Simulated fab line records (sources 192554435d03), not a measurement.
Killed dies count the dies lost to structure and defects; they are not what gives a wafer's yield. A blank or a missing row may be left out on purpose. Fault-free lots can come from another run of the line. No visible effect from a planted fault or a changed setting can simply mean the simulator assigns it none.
Split-lot trial || flow n5 finfet || route with 1938 steps; 7 lots, 39 wafers read

## THE SPLIT ITSELF
At N5_FIN_CUT_CUT_ETCH_26 (etches SiNx in CH3F/O2, target depth 39 nm, time 55.7 s), the setting target depth a was moved away from the recipe's 390 angstrom on 15 of the 39 wafers read, by -10.2% to +12.4%. The other wafers ran this setting at the recipe's value.

The split's own step is where the reading is taken.

## THE READING
SOC_of_FIN_CUT_COAT_18.thk nm (the simulator's own value, which no gauge read), in nm, at N5_FIN_CUT_CUT_ETCH_26 (etches SiNx in CH3F/O2, target depth 39 nm, time 55.7 s). There is no usual value for it anywhere in the file. Across the 24 wafers here that went through the recipe, the average is 211.6 nm and the standard deviation 1 nm.

{"wafer": "L075.1", "tool, chamber at the split": "rie diel-06, 2", "target depth a as run, angstrom": 390, "against the recipe": "recipe", "SOC_of_FIN_CUT_COAT_18.thk nm, nm": 211.8, "against lot-mates on the recipe": "-"}
{"wafer": "L075.2", "tool, chamber at the split": "rie diel-06, 0", "target depth a as run, angstrom": 407.5, "against the recipe": "+4.5%", "SOC_of_FIN_CUT_COAT_18.thk nm, nm": 211.2, "against lot-mates on the recipe": -0.3}
{"wafer": "L075.3", "tool, chamber at the split": "rie diel-06, 3", "target depth a as run, angstrom": 390, "against the recipe": "recipe", "SOC_of_FIN_CUT_COAT_18.thk nm, nm": 210.8, "against lot-mates on the recipe": "-"}
{"wafer": "L075.4", "tool, chamber at the split": "rie diel-06, 2", "target depth a as run, angstrom": 407.5, "against the recipe": "+4.5%", "SOC_of_FIN_CUT_COAT_18.thk nm, nm": 211.2, "against lot-mates on the recipe": -0.3}
{"wafer": "L075.5", "tool, chamber at the split": "rie diel-06, 3", "target depth a as run, angstrom": 407.5, "against the recipe": "+4.5%", "SOC_of_FIN_CUT_COAT_18.thk nm, nm": 210.8, "against lot-mates on the recipe": -0.7}
{"wafer": "L075.6", "tool, chamber at the split": "rie diel-06, 0", "target depth a as run, angstrom": 390, "against the recipe": "recipe", "SOC_of_FIN_CUT_COAT_18.thk nm, nm": 212, "against lot-mates on the recipe": "-"}
{"wafer": "L078.1", "tool, chamber at the split": "rie diel-01, 1", "target depth a as run, angstrom": 390, "against the recipe": "recipe", "SOC_of_FIN_CUT_COAT_18.thk nm, nm": 211.4, "against lot-mates on the recipe": "-"}
{"wafer": "L078.2", "tool, chamber at the split": "rie diel-01, 2", "target depth a as run, angstrom": 390, "against the recipe": "recipe", "SOC_of_FIN_CUT_COAT_18.thk nm, nm": 211, "against lot-mates on the recipe": "-"}
{"wafer": "L078.3", "tool, chamber at the split": "rie diel-01, 0", "target depth a as run, angstrom": 390, "against the recipe": "recipe", "SOC_of_FIN_CUT_COAT_18.thk nm, nm": 212, "against lot-mates on the recipe": "-"}
{"wafer": "L078.4", "tool, chamber at the split": "rie diel-01, 3", "target depth a as run, angstrom": 438.3, "against the recipe": "+12.4%", "SOC_of_FIN_CUT_COAT_18.thk nm, nm": 208.8, "against lot-mates on the recipe": -2.7}
{"wafer": "L078.5", "tool, chamber at the split": "rie diel-01, 0", "target depth a as run, angstrom": 438.3, "against the recipe": "+12.4%", "SOC_of_FIN_CUT_COAT_18.thk nm, nm": 209, "against lot-mates on the recipe": -2.5}
{"wafer": "L078.6", "tool, chamber at the split": "rie diel-01, 3", "target depth a as run, angstrom": 438.3, "against the recipe": "+12.4%", "SOC_of_FIN_CUT_COAT_18.thk nm, nm": 209.2, "against lot-mates on the recipe": -2.3}
{"wafer": "L079.1", "tool, chamber at the split": "rie diel-01, 3", "target depth a as run, angstrom": 430.5, "against the recipe": "+10.4%", "SOC_of_FIN_CUT_COAT_18.thk nm, nm": 210.8, "against lot-mates on the recipe": -2.1}
{"wafer": "L079.2", "tool, chamber at the split": "rie diel-01, 0", "target depth a as run, angstrom": 430.5, "against the recipe": "+10.4%", "SOC_of_FIN_CUT_COAT_18.thk nm, nm": 210.8, "against lot-mates on the recipe": -2.1}
{"wafer": "L079.3", "tool, chamber at the split": "rie diel-01, 1", "target depth a as run, angstrom": 430.5, "against the recipe": "+10.4%", "SOC_of_FIN_CUT_COAT_18.thk nm, nm": 210.6, "against lot-mates on the recipe": -2.3}
{"wafer": "L079.4", "tool, chamber at the split": "rie diel-01, 2", "target depth a as run, angstrom": 390, "against the recipe": "recipe", "SOC_of_FIN_CUT_COAT_18.thk nm, nm": 212.6, "against lot-mates on the recipe": "-"}
{"wafer": "L079.5", "tool, chamber at the split": "rie diel-01, 3", "target depth a as run, angstrom": 390, "against the recipe": "recipe", "SOC_of_FIN_CUT_COAT_18.thk nm, nm": 212.4, "against lot-mates on the recipe": "-"}
{"wafer": "L079.6", "tool, chamber at the split": "rie diel-01, 0", "target depth a as run, angstrom": 390, "against the recipe": "recipe", "SOC_of_FIN_CUT_COAT_18.thk nm, nm": 213.6, "against lot-mates on the recipe": "-"}
{"wafer": "L081.1", "tool, chamber at the split": "rie diel-03, 0", "target depth a as run, angstrom": 390, "against the recipe": "recipe", "SOC_of_FIN_CUT_COAT_18.thk nm, nm": 210.4, "against lot-mates on the recipe": "-"}
{"wafer": "L081.2", "tool, chamber at the split": "rie diel-03, 2", "target depth a as run, angstrom": 390, "against the recipe": "recipe", "SOC_of_FIN_CUT_COAT_18.thk nm, nm": 210.6, "against lot-mates on the recipe": "-"}
{"wafer": "L081.3", "tool, chamber at the split": "rie diel-03, 1", "target depth a as run, angstrom": 390, "against the recipe": "recipe", "SOC_of_FIN_CUT_COAT_18.thk nm, nm": 211.6, "against lot-mates on the recipe": "-"}
{"wafer": "L081.4", "tool, chamber at the split": "rie diel-03, 3", "target depth a as run, angstrom": 390, "against the recipe": "recipe", "SOC_of_FIN_CUT_COAT_18.thk nm, nm": 210.2, "against lot-mates on the recipe": "-"}
{"wafer": "L081.5", "tool, chamber at the split": "rie diel-03, 3", "target depth a as run, angstrom": 390, "against the recipe": "recipe", "SOC_of_FIN_CUT_COAT_18.thk nm, nm": 210.4, "against lot-mates on the recipe": "-"}
{"wafer": "L081.6", "tool, chamber at the split": "rie diel-03, 0", "target depth a as run, angstrom": 390, "against the recipe": "recipe", "SOC_of_FIN_CUT_COAT_18.thk nm, nm": 210.4, "against lot-mates on the recipe": "-"}
{"wafer": "L085.1", "tool, chamber at the split": "rie diel-01, 0", "target depth a as run, angstrom": 390, "against the recipe": "recipe", "SOC_of_FIN_CUT_COAT_18.thk nm, nm": 210.4, "against lot-mates on the recipe": "-"}
{"wafer": "L085.2", "tool, chamber at the split": "rie diel-01, 2", "target depth a as run, angstrom": 415.6, "against the recipe": "+6.6%", "SOC_of_FIN_CUT_COAT_18.thk nm, nm": 210, "against lot-mates on the recipe": -0.5}
{"wafer": "L085.3", "tool, chamber at the split": "rie diel-01, 1", "target depth a as run, angstrom": 390, "against the recipe": "recipe", "SOC_of_FIN_CUT_COAT_18.thk nm, nm": 210.8, "against lot-mates on the recipe": "-"}
{"wafer": "L085.4", "tool, chamber at the split": "rie diel-01, 3", "target depth a as run, angstrom": 390, "against the recipe": "recipe", "SOC_of_FIN_CUT_COAT_18.thk nm, nm": 210.4, "against lot-mates on the recipe": "-"}
{"wafer": "L085.5", "tool, chamber at the split": "rie diel-01, 0", "target depth a as run, angstrom": 415.6, "against the recipe": "+6.6%", "SOC_of_FIN_CUT_COAT_18.thk nm, nm": 209.8, "against lot-mates on the recipe": -0.7}
{"wafer": "L085.6", "tool, chamber at the split": "rie diel-01, 3", "target depth a as run, angstrom": 415.6, "against the recipe": "+6.6%", "SOC_of_FIN_CUT_COAT_18.thk nm, nm": 208.6, "against lot-mates on the recipe": -1.9}
{"wafer": "L087.1", "tool, chamber at the split": "rie diel-01, 1", "target depth a as run, angstrom": 390, "against the recipe": "recipe", "SOC_of_FIN_CUT_COAT_18.thk nm, nm": 211.6, "against lot-mates on the recipe": "-"}
{"wafer": "L087.2", "tool, chamber at the split": "rie diel-01, 2", "target depth a as run, angstrom": 390, "against the recipe": "recipe", "SOC_of_FIN_CUT_COAT_18.thk nm, nm": 212, "against lot-mates on the recipe": "-"}
{"wafer": "L087.3", "tool, chamber at the split": "rie diel-01, 3", "target depth a as run, angstrom": 390, "against the recipe": "recipe", "SOC_of_FIN_CUT_COAT_18.thk nm, nm": 212.2, "against lot-mates on the recipe": "-"}
{"wafer": "L090.1", "tool, chamber at the split": "rie diel-06, 2", "target depth a as run, angstrom": 390, "against the recipe": "recipe", "SOC_of_FIN_CUT_COAT_18.thk nm, nm": 213.4, "against lot-mates on the recipe": "-"}
{"wafer": "L090.2", "tool, chamber at the split": "rie diel-06, 1", "target depth a as run, angstrom": 390, "against the recipe": "recipe", "SOC_of_FIN_CUT_COAT_18.thk nm, nm": 212.8, "against lot-mates on the recipe": "-"}
{"wafer": "L090.3", "tool, chamber at the split": "rie diel-06, 0", "target depth a as run, angstrom": 390, "against the recipe": "recipe", "SOC_of_FIN_CUT_COAT_18.thk nm, nm": 213, "against lot-mates on the recipe": "-"}
{"wafer": "L090.4", "tool, chamber at the split": "rie diel-06, 3", "target depth a as run, angstrom": 350.1, "against the recipe": "-10.2%", "SOC_of_FIN_CUT_COAT_18.thk nm, nm": 215.2, "against lot-mates on the recipe": "+2.1"}
{"wafer": "L090.5", "tool, chamber at the split": "rie diel-06, 1", "target depth a as run, angstrom": 350.1, "against the recipe": "-10.2%", "SOC_of_FIN_CUT_COAT_18.thk nm, nm": 215, "against lot-mates on the recipe": "+1.9"}
{"wafer": "L090.6", "tool, chamber at the split": "rie diel-06, 2", "target depth a as run, angstrom": 350.1, "against the recipe": "-10.2%", "SOC_of_FIN_CUT_COAT_18.thk nm, nm": 215.2, "against lot-mates on the recipe": "+2.1"}

THE FIT
A straight line over all 39 wafers: SOC_of_FIN_CUT_COAT_18.thk nm changes by -0.23 nm for each +1% of target depth a; r = -0.79; the points scatter about the line by 1 nm.
The same after taking each lot's own level away (the mean of its wafers on the recipe; 39 wafers): -0.196 nm for each +1%; r = -0.94; scatter 0.4 nm.
Per that fit: largest target depth a move, reading shift of 2.4 nm.
The lots' own levels span 210.53 to 213.07 nm, that is 2.5 times the standard deviation above.
So the lot-to-lot level blurs the effect unless lot-mates are compared.
Check: -2.34 nm against its lot-mates is what the line predicts for one of the wafers moved furthest among these (+12.4%) when that wafer is left out of the fit. Against them it came out at -2.67 nm.

## THESE WAFERS: OTHER SPLITS
These wafers also went through other splits before the reading. Each is held against what the fit with the lots' levels taken away leaves over:
{"other split on the same wafers": "N5_FIN_SAQP_SPACER2_ALD_28 target thk a", "wafers away from the commonest value": 18, "r with SOC_of_FIN_CUT_COAT_18.thk nm (lot level and that fit taken away)": -0.26}

## THE WHOLE CHAIN: every reading that the file lists as answering this split, in the file's order
{"step": "N5_FIN_CUT_CUT_ETCH_26", "what it does": "etches SiNx in CH3F/O2, target depth 39 nm, time 55.7 s", "reading": "etch.depth nm (the simulator's own value, which no gauge read)", "change (the file's fit)": "+0.386 nm for each +1% of the setting", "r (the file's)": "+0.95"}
{"step": "N5_FIN_CUT_CUT_ETCH_26", "what it does": "etches SiNx in CH3F/O2, target depth 39 nm, time 55.7 s", "reading": "SOC_of_FIN_CUT_COAT_18.thk nm (the simulator's own value, which no gauge read)", "change (the file's fit)": "-0.193 nm for each +1% of the setting", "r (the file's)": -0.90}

## FILE'S OWN FIT
SOC_of_FIN_CUT_COAT_18.thk nm changes by -0.193 nm for each +1% of target depth a, r = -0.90.
